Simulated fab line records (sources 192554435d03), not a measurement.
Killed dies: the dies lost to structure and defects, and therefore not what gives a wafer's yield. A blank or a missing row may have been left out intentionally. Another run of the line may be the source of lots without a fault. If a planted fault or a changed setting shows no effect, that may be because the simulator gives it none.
Comparing a struck lot with a sound one	flow n5Finfet	40 out of 1938 route steps
Sound: wafers L923.2, L923.5, L923.6. Struck: wafer L933.3 (left out: L933.2, L933.4 of the same lot, which were not struck); the cause appears at the end.
For every step that has rows: the tool of each side, followed by ch and its chambers, followed by its first start. Under that, the readings that differ: sound wafers	struck wafers	difference of the means	sigmas: that difference in standard deviations of wafers without a fault.
alike: readings with means less than 2 such deviations apart, plus words and numbers identical on both sides. not compared: withheld readings, readings lacking a value on some wafer, bounds such as >300 that could conceal the same value, and numbers that have no deviation in the record and whose values overlap.
Wherever a step has rows on one side only, a row that says differs or no value, or a row with sigmas, the two part there. Numbers that have no deviation but don't overlap get no sigmas and don't part them. A reading missing from all wafers of one side parts the sides only when that side holds two or more wafers.

first, 11 steps without rows for these wafers: N5_STI_FIN_REVEAL_DENSIFY_30; N5_STI_FIN_REVEAL_ETCHBACK_08 (etches SiO2 in C4F6/O2, target depth 30.5 nm, time 10.167 s); N5_STI_FIN_REVEAL_STRIP_24 (strips in N2/H2, time 90 s); N5_STI_FIN_REVEAL_PRECLEAN_25 (cleans in SPM, time 90 s); N5_STI_FIN_REVEAL_PRECLEAN_26 (cleans in SC1, time 45 s); N5_STI_FIN_REVEAL_PRECLEAN_29 (cleans in DHF, time 30 s); N5_STI_FIN_REVEAL_SRD_12 (time 30 s); N5_STI_FIN_REVEAL_RECESS_09 (chemistry HF/NH3, target SiO2, afs cycles 11, target depth 42.5 nm, sublimation time 60 s); N5_STI_FIN_REVEAL_STRIP_16 (strips SiNx in H3PO4, target depth 23.8 nm); N5_STI_FIN_REVEAL_PRECLEAN_17 (cleans in NF3:NH3, afs cycles 1, time 20 s, sublimation time 60 s); N5_STI_FIN_REVEAL_ETCH_34 (etches Si in H2, material Si, target depth 0.97 nm).
N5_STI_FIN_REVEAL_OXIDATION_31: chemistry O2 PLASMA REMOTE, time 20 s.
  sound on plasmaAsher-02 ch 0,1, day 3 21:19; struck on plasmaAsher-02 ch 0, day 6 05:47
  alike: drypumpMotorCurrentA, heaterPowerW
  not compared: rfHoursCounterH
then, 6 steps without rows for these wafers: N5_STI_FIN_REVEAL_PRECLEAN_32 (cleans in NF3:NH3, afs cycles 1, time 20 s, sublimation time 60 s); N5_STI_FIN_REVEAL_STRIP_35 (strips Si3N4 in H3PO4, target depth 4 nm, time 39 s); N5_STI_FIN_REVEAL_SRD_21 (time 30 s); N5_STI_FIN_REVEAL_OXIDATION_33 (chemistry O2 PLASMA REMOTE, time 20 s); N5_STI_FIN_REVEAL_CLEAN_19 (cleans in O3/DIW, time 120 s); N5_STI_FIN_REVEAL_SRD_23 (time 30 s).
N5_STI_FIN_REVEAL_CD_MEAS_22: target cd 6.238 nm, pitch 28 nm.
  struck on cdSem-01, day 6 06:19; sound on cdSem-02, day 3 21:50
reading	sound	struck	difference	sigmas
cdNm (nm)	6.07 6.46 5.90	7.06	+0.92	+4
then, 19 steps without rows for these wafers: N5_STI_FIN_REVEAL_PRECLEAN_18 (cleans in SC2, time 45 s); N5_STI_FIN_REVEAL_SRD_28 (time 30 s); N5_DUMMY_GATE_PRECLEAN_00 (cleans in O3/DIW, time 60 s); N5_DUMMY_GATE_SRD_01 (time 30 s); N5_DUMMY_GATE_ALD_02 (deposits SiO2, target thk 2 nm, pulse time 1 s); N5_DUMMY_GATE_CVD_03 (deposits a-Si from SiH4, target thk 150 nm, time 8042 s); N5_DUMMY_GATE_PRECLEAN_46 (cleans in DIW, time 89.5 s); N5_DUMMY_GATE_SRD_47 (dry time 32 s); N5_DUMMY_GATE_CMP_04 (polishes a-Si); N5_DUMMY_GATE_HM_DEP_06 (deposits SiNx from DCS/NH3, target thk 80 nm, time 5141 s); N5_DUMMY_GATE_PECVD_30 (deposits SiO2 from TEOS/O2, target thk 55 nm, time 10.8 s); N5_DUMMY_GATE_COAT_34 (time 60 s, resist thk 60 nm); N5_DUMMY_GATE_COAT_35 (time 60 s, resist thk 10 nm); N5_DUMMY_GATE_COAT_28 (time 60 s, resist thk 10 nm); N5_DUMMY_GATE_COAT_09 (resist thk 30 nm); N5_DUMMY_GATE_EBR_11; N5_DUMMY_GATE_SOFTBAKE_10 (time 60 s); N5_DUMMY_GATE_EXPOSE_12 (exposes mask GATE, target cd 25 nm); N5_DUMMY_GATE_PEB_13 (peb time 60 s).
-- the record jumps here: 6 days lie between the struck wafers' starts before and after (it left off in module DUMMY_GATE and takes up again in module BEOL_M4, whose first step shown is number 1111 of the route) --
N5_BEOL_M4_RC_MEAS_101:
  sound on prober-01 ch 0, day 9 06:34; struck on prober-02 ch 0, day 11 20:33
reading	sound	struck	difference	sigmas
DIBL_N (mV/V)	37.8 35.0 35.7	40.9	+4.7	+3
DIBL_P (mV/V)	36.2 35.7 35.3	42.9	+7.2	+4
IOFF_N (nA/um)	0.187 0.163 0.162	0.291	+0.120	+5
IOFF_N_85C (nA/um)	3.5 3.1 3.1	5.1	+1.9	+4
IOFF_N_LIN (nA/um)	0.076 0.075 0.070	0.133	+0.059	+6
IOFF_N_LONG (nA/um)	5.57e-05 5.51e-05 5.72e-05	6.74e-05	+1.14e-05	+5
IOFF_P (nA/um)	0.20 0.22 0.19	0.35	+0.15	+5
IOFF_P_85C (nA/um)	3.5 3.6 3.3	5.6	+2.1	+5
IOFF_P_LIN (nA/um)	0.096 0.102 0.093	0.171	+0.074	+6
ION_N (uA/um)	659 672 672	701	+33	+3
ION_P (uA/um)	448 464 451	481	+27	+4
VT_N (mV)	249 247 250	238	-11	-4
VT_N_LONG (mV)	279.9 275.6 277.3	267.4	-10.2	-5
VT_N_LVT (mV)	97 95 97	86	-10	-3
VT_P (mV)	-252 -250 -251	-242	+9	+3
VT_P_LVT (mV)	-97.7 -94.8 -99.3	-88.5	+8.8	+3
  alike: SS_N, SS_P
-- the record jumps here: 5 days lie between the struck wafers' starts before and after (it left off in module BEOL_M4 and takes up again in module PASSIVATION, whose first step shown is number 1936 of the route) --
N5_PASSIVATION_PROBE_49:
  only the struck wafers here have rows in the record (prober-02, day 16 09:28); the sound ones have none

== WHERE THEY PART ==
Earliest at N5_STI_FIN_REVEAL_CD_MEAS_22; latest, in this record, at N5_PASSIVATION_PROBE_49.

WHY: the cause the simulator had injected
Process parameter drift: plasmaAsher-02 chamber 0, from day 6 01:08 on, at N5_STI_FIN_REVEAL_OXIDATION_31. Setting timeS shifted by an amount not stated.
